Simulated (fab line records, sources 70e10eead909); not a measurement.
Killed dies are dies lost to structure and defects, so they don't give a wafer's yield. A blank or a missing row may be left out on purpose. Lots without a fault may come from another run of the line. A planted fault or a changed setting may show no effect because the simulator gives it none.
A struck lot beside a sound one | flow nand_harc | 25 steps out of a route of 1159
Sound: wafers L162.3, L162.4, L162.6. Struck: wafers L165.4, L165.5, L165.6. The cause comes at the end.
At each step with rows: each side's tool, then ch and its chambers, then its first start. Under that, the readings that differ: sound wafers | struck wafers | difference of the means | sigmas: that difference in standard deviations of wafers without a fault.
alike: readings whose means differ by less than 2 such deviations, and words and numbers that are the same on both sides. not compared: withheld readings, readings that some wafer has no value for, bounds like >300 that may hide the same value, and numbers for which the record gives no deviation and whose values overlap.
The two part at a step that has a row with sigmas, a row that says differs or no value, or rows on one side only. Numbers that don't overlap but have no deviation are shown without sigmas and don't part them. A reading that every wafer of one side lacks parts them only if that side has two wafers or more.

first, 9 steps without rows for these wafers: NHARC_A_ZERO_WELL_ETCH_13 (etches the open film in HBr/Cl2, target depth 120 nm, time 40.1 s); NHARC_A_ZERO_WELL_STRIP_14 (strips in SPM, time 900 s); NHARC_A_ZERO_WELL_IMPLANT_15; NHARC_A_ZERO_WELL_PRECLEAN_22 (cleans in SC1, time 60 s); NHARC_A_ZERO_WELL_SRD_23; NHARC_A_ZERO_WELL_RTA_16 (time 10 s); NHARC_A_SOURCE_PLATE_PRECLEAN_00 (cleans in HF-LAST, time 60 s); NHARC_A_SOURCE_PLATE_SRD_01; NHARC_A_SOURCE_PLATE_OXIDE_02 (material SiO2, target thk 10 nm, ox time 1362 s).
NHARC_A_SOURCE_PLATE_PVD_04: deposits WSi2, target thk 50 nm.
  sound on pvd_sputter-02, day 7 03:09; struck on pvd_sputter-02, day 7 16:32
then, 14 steps without rows for these wafers: NHARC_A_SOURCE_PLATE_CVD_03 (deposits poly-Si, target thk 200 nm, time 4000 s); NHARC_A_SOURCE_PLATE_ANNEAL_05 (time 1800 s); NHARC_A_ONON_D1_DEP_00 (target thk 1000 nm); NHARC_A_ONON_D1_DEP_03 (target thk 1000 nm); NHARC_A_ONON_D1_DEP_06 (target thk 1000 nm); NHARC_A_ONON_D1_DEP_09 (target thk 1000 nm); NHARC_A_ONON_D1_DEP_12 (target thk 1000 nm); NHARC_A_ONON_D1_ANNEAL_15 (time 3600 s); NHARC_A_ONON_D1_DEP_16 (target thk 1000 nm); NHARC_A_ONON_D1_DEP_19 (target thk 1000 nm); NHARC_A_ONON_D1_DEP_22 (target thk 1000 nm); NHARC_A_ONON_D1_DEP_25 (target thk 1000 nm); NHARC_A_ONON_D1_DEP_28 (target thk 1000 nm); NHARC_A_ONON_D1_DEP_33 (deposits SiO2, target thk 200 nm).
-- the record jumps here: 13 days lie between the struck wafers' starts before and after (it left off in module A_ONON_D1 and takes up again in module END, whose first step shown is number 1159 of the route) --
NHARC_END_SORT_01:
  the record has rows for the struck wafers here (prober-02 ch 0, day 20 06:12) and none for the sound ones

WHERE THEY PART
Only at NHARC_END_SORT_01, within this record.

WHY: what the simulator had put in
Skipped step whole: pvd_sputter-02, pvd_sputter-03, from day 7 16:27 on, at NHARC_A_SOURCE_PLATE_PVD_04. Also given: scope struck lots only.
